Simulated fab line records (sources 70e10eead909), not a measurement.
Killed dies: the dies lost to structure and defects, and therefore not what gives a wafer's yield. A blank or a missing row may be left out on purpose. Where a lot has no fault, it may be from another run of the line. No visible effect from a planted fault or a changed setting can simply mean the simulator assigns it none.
fab line records	flow nand-harc
[record] lots = 24	wafers = 72	last-day = 34
route steps=1302 shown A_CHANNEL_FILL_D1@506 A_DECK1_JOINT@539 A_ONON_D2@548 A_CHANNEL_FILL_D2@613
lots with no fault: from the same line, run without faults
start-h: the number of hours between the record's first day and the start of the first shown wafer of the lot	wait-h: how many hours have passed since the lot's step before this one	" identical to the entry in the row above	L1.1+2: a row that stands for several wafers	- no value present, or no start provided	* or withheld: withheld	< > ~ a bound
route shown NAME@n: names a module that has steps shown in the file, with the first one's number in the route	usual: mean and standard deviation over wafers with no fault	same: alike in all rows	chamber/n: place in a boat	sites: readings site by site	_std_site: standard deviation across them	_edge_site: the outer-site mean with the inner-site mean subtracted	radius-mm: for every site, how far away it sits from the centre of the wafer	mask NAME#n: copy n	behind: the most recent tool/chamber to have shaped the wafer	hold: why the lot went on hold/how many hours it stayed there/how the hold came to an end	device: the transistor (n, p or np) that didn't switch	end of line: the route-end tests of the same wafers	for a step that has no rows: nothing shown but its recipe	killed: count of dies lost to structure and defects at first sort (not the wafer's yield)	map: a wafer's dies, x killed, . not, _ none there
set.NAME: setting as actually run; set.NAME@STEP: the setting as run at that earlier step	model.NAME: the simulator's own value behind a step, which no gauge read
the route's steps for a sample of lots (tables are steps, rows are wafers)
services: from which hour (start-h, from the record's first day; less than 0 if before it) a tool's chamber was out of use, for how many hours, and why
[[steps]]
[step NHARC_A_CHANNEL_FILL_D1_THK_MEAS_06]
[recipe] thk-meas-gauge = ellipsometry
[usual] thk-nm = 5.1/0.99
lot.wafer	tool	chamber	start-h	wait-h	thk-nm
L074.3	film-metro-01	-	222.07	0.4	4.5
L074.5	"	-	"	"	6.4
L074.6	"	-	"	"	4.7
L075.1	film-metro-02	-	235.11	0.4	5.7
L075.2	"	-	"	"	4.6
L075.5	"	-	"	"	6.2
L076.2	film-metro-02	-	249.96	0.4	6.3
L076.5	"	-	"	"	3.2
L076.6	"	-	"	"	2.6
L077.2	film-metro-01	-	255.03	0.4	5.3
L077.3	"	-	"	"	4.6
L077.5	"	-	"	"	5.1
L078.1	film-metro-01	-	264.63	0.4	5.3
L078.5	"	-	"	"	5.7
L078.6	"	-	"	"	6.2
L079.1	film-metro-01	-	279.16	0.4	4.6
L079.5	"	-	"	"	4.9
L079.6	"	-	"	"	4.4
L081.2	film-metro-02	-	299.70	0.4	5.3
L081.3	"	-	"	"	3.3
L081.4	"	-	"	"	3.3
L080.2	film-metro-01	-	299.70	0.4	3.5
L080.3	"	-	"	"	5.2
L080.5	"	-	"	"	6.1
L082.1	film-metro-01	-	304.55	0.4	6.1
L082.2	"	-	"	"	4.4
L082.4	"	-	"	"	3.9
L083.1	film-metro-02	-	317.15	0.4	4.4
L083.2	"	-	"	"	4.4
L083.3	"	-	"	"	4.3
L084.1	film-metro-01	-	317.15	0.4	5.5
L084.2	"	-	"	"	5.7
L084.6	"	-	"	"	4.8
L086.1	film-metro-02	-	334.88	0.4	6.9
L086.2	"	-	"	"	3.7
L086.5	"	-	"	"	7.4
L085.2	film-metro-01	-	334.88	0.4	4.4
L085.3	"	-	"	"	2.7
L085.6	"	-	"	"	5.2
L087.1	film-metro-01	-	358.45	0.4	6.1
L087.3	"	-	"	"	5.9
L087.6	"	-	"	"	4.9
L088.2	film-metro-01	-	378.59	0.4	5.6
L088.3	"	-	"	"	5.4
L088.5	"	-	"	"	3.3
L089.2	film-metro-01	-	378.60	0.4	5.4
L089.5	"	-	"	"	6.2
L089.6	"	-	"	"	6.3
L090.2	film-metro-02	-	393.06	0.4	7.3
L090.5	"	-	"	"	5.9
L090.6	"	-	"	"	4.9
L091.2	film-metro-01	-	393.06	0.4	4.5
L091.4	"	-	"	"	5.2
L091.6	"	-	"	"	5.3
L092.1	film-metro-02	-	410.61	0.4	5.5
L092.2	"	-	"	"	5.1
L092.4	"	-	"	"	5.2
L093.1	film-metro-01	-	421.27	0.4	4.5
L093.4	"	-	"	"	4.7
L093.6	"	-	"	"	3.5
L094.1	film-metro-01	-	436.11	0.4	6.6
L094.4	"	-	"	"	6.4
L094.5	"	-	"	"	5.3
L095.2	film-metro-02	-	436.11	0.4	3.5
L095.5	"	-	"	"	4.1
L095.6	"	-	"	"	4.2
L096.1	film-metro-02	-	444.97	0.4	5.3
L096.3	"	-	"	"	5.0
L096.4	"	-	"	"	7.1
L097.1	film-metro-02	-	452.37	0.4	5.5
L097.2	"	-	"	"	5.2
L097.5	"	-	"	"	6.2
[step NHARC_A_DECK1_JOINT_CMP_02]
[recipe] material = SiOx
[usual] motor-current-A = 12.3/1.3
lot.wafer	tool	chamber	start-h	wait-h	motor-current-A
L074.3	cmp-04	2	271.28	0.4	12.7
L074.5	"	0	"	"	13.0
L074.6	"	1	"	"	10.9
L075.1	cmp-02	3	283.55	0.4	12.8
L075.2	"	0	"	"	13.7
L075.5	"	0	"	"	14.1
L076.2	cmp-04	0	294.66	0.4	13.3
L076.6	"	0	"	"	13.1
L076.5	"	1	"	"	11.4
L077.2	cmp-01	3	294.71	0.4	14.2
L077.3	"	0	"	"	12.7
L077.5	"	2	"	"	10.6
L078.1	cmp-01	0	310.36	0.4	12.8
L078.6	"	0	"	"	13.1
L078.5	"	1	"	"	13.8
L079.1	cmp-02	3	329.01	0.4	12.2
L079.5	"	2	"	"	11.7
L079.6	"	3	"	"	12.1
L081.2	cmp-04	3	345.12	0.4	10.0
L081.4	"	0	"	"	13.5
L081.3	"	1	"	"	11.8
L080.2	cmp-02	1	345.12	0.4	12.3
L080.3	"	3	"	"	11.8
L080.5	"	0	"	"	13.6
L082.4	cmp-01	0	358.92	0.4	13.0
L082.2	"	2	"	"	10.6
L082.1	"	3	"	"	15.5
L083.1	cmp-02	1	361.90	0.4	11.6
L083.3	"	2	"	"	11.0
L083.2	"	3	"	"	12.3
L084.1	cmp-01	2	361.91	0.4	10.3
L084.2	"	3	"	"	15.4
L084.6	"	1	"	"	14.1
L085.2	cmp-02	2	384.86	0.4	11.6
L085.3	"	0	"	"	12.8
L085.6	"	2	"	"	11.5
L086.2	cmp-04	2	384.96	0.5	13.1
L086.1	"	3	"	"	10.3
L086.5	"	2	"	"	13.0
L087.3	cmp-02	3	407.48	0.4	11.8
L087.1	"	0	"	"	13.5
L087.6	"	2	"	"	11.9
L088.2	cmp-04	1	423.50	0.4	11.3
L088.3	"	3	"	"	10.5
L088.5	"	1	"	"	11.3
L089.2	cmp-02	2	423.52	0.4	11.7
L089.5	"	1	"	"	12.3
L089.6	"	2	"	"	10.8
L091.2	cmp-01	1	446.40	0.4	13.5
L091.4	"	3	"	"	14.6
L091.6	"	1	"	"	13.5
L090.2	cmp-04	3	446.45	0.4	10.2
L090.5	"	1	"	"	11.6
L090.6	"	2	"	"	13.0
L092.1	cmp-02	1	459.27	0.4	12.2
L092.4	"	3	"	"	11.4
L092.2	"	0	"	"	13.2
L093.4	cmp-04	1	474.99	0.4	11.2
L093.1	"	2	"	"	13.4
L093.6	"	3	"	"	10.4
L095.2	cmp-04	0	482.13	0.4	13.0
L095.5	"	0	"	"	13.8
L095.6	"	1	"	"	11.3
L094.4	cmp-02	0	482.18	0.4	13.8
L094.1	"	1	"	"	12.2
L094.5	"	2	"	"	10.9
L096.3	cmp-01	1	495.69	0.4	13.6
L096.4	"	2	"	"	9.9
L096.1	"	3	"	"	15.1
L097.1	cmp-04	3	511.44	0.4	9.9
L097.2	"	0	"	"	12.8
L097.5	"	3	"	"	10.5
[step NHARC_A_DECK1_JOINT_THK_MEAS_17]
[recipe] thk-meas-gauge = ellipsometry
[usual] thk-nm = 45.0/1.3
lot.wafer	tool	chamber	start-h	wait-h	thk-nm
L074.3	film-metro-02	-	271.89	0.2	44.3
L074.5	"	-	"	"	44.0
L074.6	"	-	"	"	44.1
L075.1	film-metro-02	-	284.21	0.3	43.2
L075.2	"	-	"	"	43.2
L075.5	"	-	"	"	46.0
L076.2	film-metro-01	-	295.33	0.2	46.7
L076.5	"	-	"	"	45.1
L076.6	"	-	"	"	45.1
L077.2	film-metro-02	-	295.33	0.2	45.1
L077.3	"	-	"	"	44.9
L077.5	"	-	"	"	45.0
L078.1	film-metro-01	-	311.05	0.2	46.5
L078.5	"	-	"	"	45.7
L078.6	"	-	"	"	47.2
L079.1	film-metro-01	-	329.66	0.2	47.6
L079.5	"	-	"	"	45.6
L079.6	"	-	"	"	44.6
L080.2	film-metro-02	-	345.77	0.2	44.1
L080.3	"	-	"	"	44.6
L080.5	"	-	"	"	45.9
L081.2	film-metro-01	-	345.85	0.3	46.1
L081.3	"	-	"	"	45.1
L081.4	"	-	"	"	45.3
L082.1	film-metro-02	-	359.59	0.3	45.3
L082.2	"	-	"	"	43.2
L082.4	"	-	"	"	46.6
L084.1	film-metro-01	-	362.55	0.2	45.5
L084.2	"	-	"	"	47.1
L084.6	"	-	"	"	45.9
L083.1	film-metro-01	-	362.57	0.2	47.7
L083.2	"	-	"	"	45.5
L083.3	"	-	"	"	44.4
L085.2	film-metro-01	-	385.53	0.2	45.2
L085.3	"	-	"	"	46.6
L085.6	"	-	"	"	46.9
L086.1	film-metro-01	-	385.60	0.2	45.9
L086.2	"	-	"	"	44.7
L086.5	"	-	"	"	46.8
L087.1	film-metro-02	-	408.13	0.3	45.0
L087.3	"	-	"	"	43.2
L087.6	"	-	"	"	44.3
L088.2	film-metro-01	-	424.17	0.2	42.7
L088.3	"	-	"	"	44.0
L088.5	"	-	"	"	44.3
L089.2	film-metro-02	-	424.17	0.3	44.7
L089.5	"	-	"	"	46.1
L089.6	"	-	"	"	44.6
L091.2	film-metro-01	-	447.08	0.2	43.0
L091.4	"	-	"	"	43.7
L091.6	"	-	"	"	42.3
L090.2	film-metro-02	-	447.10	0.2	43.7
L090.5	"	-	"	"	45.4
L090.6	"	-	"	"	46.0
L092.1	film-metro-02	-	459.96	0.2	43.5
L092.2	"	-	"	"	42.2
L092.4	"	-	"	"	46.4
L093.1	film-metro-02	-	475.64	0.3	42.9
L093.4	"	-	"	"	44.6
L093.6	"	-	"	"	45.6
L094.1	film-metro-02	-	482.82	0.2	45.6
L094.4	"	-	"	"	46.2
L094.5	"	-	"	"	44.5
L095.2	film-metro-01	-	482.88	0.3	46.1
L095.5	"	-	"	"	45.5
L095.6	"	-	"	"	45.7
L096.1	film-metro-01	-	496.33	0.2	43.6
L096.3	"	-	"	"	44.8
L096.4	"	-	"	"	45.4
L097.1	film-metro-01	-	512.08	0.2	42.5
L097.2	"	-	"	"	43.8
L097.5	"	-	"	"	43.9
[step NHARC_A_DECK1_JOINT_INSPECT_05]
[usual] raw-defect-count = 348/130
lot.wafer	tool	chamber	start-h	wait-h	raw-defect-count
L074.3	defect-inspect-02	-	271.93	0.0	339
L074.5	"	-	"	"	439
L074.6	"	-	"	"	731
L075.1	defect-inspect-02	-	284.25	0.0	411
L075.2	"	-	"	"	278
L075.5	"	-	"	"	330
L076.2	defect-inspect-02	-	295.37	0.0	468
L076.5	"	-	"	"	389
L076.6	"	-	"	"	508
L077.2	defect-inspect-01	-	295.37	0.0	452
L077.3	"	-	"	"	342
L077.5	"	-	"	"	523
L078.1	defect-inspect-02	-	311.08	0.0	241
L078.5	"	-	"	"	476
L078.6	"	-	"	"	276
L079.1	defect-inspect-01	-	329.70	0.0	499
L079.5	"	-	"	"	389
L079.6	"	-	"	"	479
L080.2	defect-inspect-02	-	345.80	0.0	288
L080.3	"	-	"	"	354
L080.5	"	-	"	"	284
L081.2	defect-inspect-01	-	345.88	0.0	170
L081.3	"	-	"	"	140
L081.4	"	-	"	"	195
L082.1	defect-inspect-02	-	359.62	0.0	230
L082.2	"	-	"	"	205
L082.4	"	-	"	"	306
L084.1	defect-inspect-02	-	362.59	0.0	209
L084.2	"	-	"	"	168
L084.6	"	-	"	"	365
L083.1	defect-inspect-01	-	362.61	0.0	471
L083.2	"	-	"	"	386
L083.3	"	-	"	"	647
L085.2	defect-inspect-02	-	385.57	0.0	292
L085.3	"	-	"	"	236
L085.6	"	-	"	"	334
L086.1	defect-inspect-02	-	385.64	0.0	526
L086.2	"	-	"	"	371
L086.5	"	-	"	"	503
L087.1	defect-inspect-02	-	408.16	0.0	402
L087.3	"	-	"	"	587
L087.6	"	-	"	"	329
L088.2	defect-inspect-02	-	424.20	0.0	498
L088.3	"	-	"	"	190
L088.5	"	-	"	"	284
L089.2	defect-inspect-01	-	424.21	0.0	169
L089.5	"	-	"	"	191
L089.6	"	-	"	"	184
L091.2	defect-inspect-02	-	447.11	0.0	389
L091.4	"	-	"	"	682
L091.6	"	-	"	"	316
L090.2	defect-inspect-01	-	447.14	0.0	279
L090.5	"	-	"	"	237
L090.6	"	-	"	"	305
L092.1	defect-inspect-02	-	460.00	0.0	262
L092.2	"	-	"	"	354
L092.4	"	-	"	"	304
L093.1	defect-inspect-01	-	475.67	0.0	351
L093.4	"	-	"	"	271
L093.6	"	-	"	"	203
L094.1	defect-inspect-02	-	482.86	0.0	188
L094.4	"	-	"	"	251
L094.5	"	-	"	"	205
L095.2	defect-inspect-01	-	482.92	0.0	384
L095.5	"	-	"	"	464
L095.6	"	-	"	"	443
L096.1	defect-inspect-01	-	496.37	0.0	343
L096.3	"	-	"	"	349
L096.4	"	-	"	"	288
L097.1	defect-inspect-02	-	512.11	0.0	323
L097.2	"	-	"	"	264
L097.5	"	-	"	"	177
[step NHARC_A_ONON_D2_THK_MEAS_05]
[recipe] thk-meas-gauge = ellipsometry
[usual] thk-nm = 998/11
lot.wafer	tool	chamber	start-h	wait-h	thk-nm
L074.3	film-metro-02	-	273.07	-	994
L074.5	"	-	"	"	996
L074.6	"	-	"	"	995
L075.1	film-metro-01	-	285.42	-	1004
L075.2	"	-	"	"	1003
L075.5	"	-	"	"	1006
L077.2	film-metro-02	-	296.51	-	986
L077.3	"	-	"	"	984
L077.5	"	-	"	"	985
L076.2	film-metro-01	-	296.51	-	994
L076.5	"	-	"	"	994
L076.6	"	-	"	"	995
L078.1	film-metro-01	-	312.23	-	995
L078.5	"	-	"	"	996
L078.6	"	-	"	"	997
L079.1	film-metro-01	-	330.84	-	992
L079.5	"	-	"	"	989
L079.6	"	-	"	"	991
L080.2	film-metro-01	-	346.94	-	1003
L080.3	"	-	"	"	1002
L080.5	"	-	"	"	1002
L081.2	film-metro-02	-	347.06	-	980
L081.3	"	-	"	"	978
L081.4	"	-	"	"	978
L082.1	film-metro-02	-	360.77	-	1008
L082.2	"	-	"	"	1008
L082.4	"	-	"	"	1009
L084.1	film-metro-02	-	363.74	-	1006
L084.2	"	-	"	"	1005
L084.6	"	-	"	"	1003
L083.1	film-metro-02	-	363.87	-	992
L083.2	"	-	"	"	994
L083.3	"	-	"	"	993
L085.2	film-metro-01	-	386.72	-	1009
L085.3	"	-	"	"	1006
L085.6	"	-	"	"	1007
L086.1	film-metro-01	-	386.78	-	968
L086.2	"	-	"	"	967
L086.5	"	-	"	"	967
L087.1	film-metro-02	-	409.31	-	1020
L087.3	"	-	"	"	1019
L087.6	"	-	"	"	1019
L088.2	film-metro-01	-	425.34	-	1005
L088.3	"	-	"	"	1003
L088.5	"	-	"	"	1006
L089.2	film-metro-02	-	425.63	-	990
L089.5	"	-	"	"	988
L089.6	"	-	"	"	988
L091.2	film-metro-02	-	448.25	-	1007
L091.4	"	-	"	"	1006
L091.6	"	-	"	"	1006
L090.2	film-metro-01	-	448.28	-	1001
L090.5	"	-	"	"	998
L090.6	"	-	"	"	998
L092.1	film-metro-01	-	461.14	-	994
L092.2	"	-	"	"	994
L092.4	"	-	"	"	992
L093.1	film-metro-02	-	476.81	-	997
L093.4	"	-	"	"	997
L093.6	"	-	"	"	996
L094.1	film-metro-01	-	484.00	-	1013
L094.4	"	-	"	"	1014
L094.5	"	-	"	"	1013
L095.2	film-metro-02	-	484.07	-	1000
L095.5	"	-	"	"	998
L095.6	"	-	"	"	1001
L096.1	film-metro-01	-	497.51	-	997
L096.3	"	-	"	"	997
L096.4	"	-	"	"	997
L097.1	film-metro-01	-	513.24	-	1003
L097.2	"	-	"	"	1003
L097.5	"	-	"	"	1004
[step NHARC_A_CHANNEL_FILL_D2_ALD_03]
[recipe] target-thk-a = 60	pulse-time-s = 60	ald-cycles = 58	temp-c = 630	pressure-torr = 2	material = SiNx
[usual] precursor-pulse-height-rel = 0.996/0.019
lot.wafer	tool	chamber	start-h	wait-h	precursor-pulse-height-rel
L074.3	ald-sin-batch-02	0	-	-	1.026
L074.5	"	0	"	"	0.969
L074.6	"	0	"	"	0.970
L075.1	ald-sin-batch-03	0	-	-	1.006
L075.2	"	0	"	"	0.987
L075.5	"	0	"	"	1.031
L076.2	ald-sin-batch-03	0	-	-	1.025
L076.5	"	0	"	"	1.014
L076.6	"	0	"	"	1.003
L077.2	ald-sin-batch-03	0	-	-	0.998
L077.3	"	0	"	"	1.004
L077.5	"	0	"	"	1.008
L078.1	ald-sin-batch-03	0	-	-	1.021
L078.5	"	0	"	"	0.996
L078.6	"	0	"	"	0.976
L079.1	ald-sin-batch-02	0	-	-	0.997
L079.5	"	0	"	"	1.003
L079.6	"	0	"	"	1.035
L080.2	ald-sin-batch-01	0	-	-	1.026
L080.3	"	0	"	"	0.993
L080.5	"	0	"	"	0.999
L081.2	ald-sin-batch-01	0	-	-	1.000
L081.3	"	0	"	"	0.989
L081.4	"	0	"	"	0.979
L084.1	ald-sin-batch-01	0	-	-	0.999
L084.2	"	0	"	"	0.955
L084.6	"	0	"	"	1.007
L082.1	ald-sin-batch-03	0	-	-	0.977
L082.2	"	0	"	"	1.003
L082.4	"	0	"	"	0.992
L083.1	ald-sin-batch-02	0	-	-	0.984
L083.2	"	0	"	"	1.026
L083.3	"	0	"	"	0.994
L085.2	ald-sin-batch-02	0	-	-	0.954
L085.3	"	0	"	"	1.007
L085.6	"	0	"	"	0.956
L086.1	ald-sin-batch-02	0	-	-	0.996
L086.2	"	0	"	"	1.002
L086.5	"	0	"	"	0.995
L087.1	ald-sin-batch-01	0	-	-	0.998
L087.3	"	0	"	"	1.017
L087.6	"	0	"	"	1.006
L089.2	ald-sin-batch-03	0	-	-	1.018
L089.5	"	0	"	"	1.007
L089.6	"	0	"	"	0.995
L088.2	ald-sin-batch-01	0	-	-	0.991
L088.3	"	0	"	"	1.017
L088.5	"	0	"	"	0.982
L090.2	ald-sin-batch-02	0	-	-	0.984
L090.5	"	0	"	"	0.987
L090.6	"	0	"	"	1.029
L091.2	ald-sin-batch-02	0	-	-	1.027
L091.4	"	0	"	"	1.026
L091.6	"	0	"	"	1.012
L092.1	ald-sin-batch-03	0	-	-	0.993
L092.2	"	0	"	"	1.003
L092.4	"	0	"	"	1.018
L093.1	ald-sin-batch-03	0	-	-	0.980
L093.4	"	0	"	"	1.028
L093.6	"	0	"	"	0.996
L094.1	ald-sin-batch-02	0	-	-	0.987
L094.4	"	0	"	"	0.982
L094.5	"	0	"	"	0.963
L095.2	ald-sin-batch-02	0	-	-	1.009
L095.5	"	0	"	"	1.010
L095.6	"	0	"	"	0.979
L096.1	ald-sin-batch-03	0	-	-	0.986
L096.3	"	0	"	"	1.029
L096.4	"	0	"	"	1.006
L097.1	ald-sin-batch-01	0	-	-	0.979
L097.2	"	0	"	"	0.983
L097.5	"	0	"	"	1.019
[[services]]
tool	chamber	start-h	hours	kind
cmp-04	-	251.14	1.1	repair
ald-sin-batch-02	-	266.00	26.0	pm
cmp-01	-	283.59	4.0	pm
cmp-04	-	309.19	3.8	repair
cmp-04	-	329.26	4.0	pm
cmp-04	-	333.26	-	consumable-replace:conditioner
cmp-04	-	333.26	-	consumable-replace:pad
cmp-02	-	337.89	4.0	pm
cmp-02	-	341.89	-	consumable-replace:conditioner
cmp-02	-	341.89	-	consumable-replace:pad
cmp-04	-	358.41	2.5	repair
cmp-02	-	360.87	0.5	repair
cmp-01	-	381.59	4.0	pm
cmp-02	-	412.12	1.2	repair
cmp-04	-	427.26	4.0	pm
cmp-02	-	430.06	2.5	repair
cmp-04	-	431.26	-	consumable-replace:conditioner
cmp-02	-	435.89	4.0	pm
cmp-01	-	461.15	2.0	repair
cmp-04	-	461.46	0.6	repair
cmp-01	-	479.59	4.0	pm
ald-sin-batch-01	-	506.00	26.0	pm
cmp-04	-	525.26	4.0	pm
cmp-02	-	533.89	4.0	pm
[[key]]
fault none
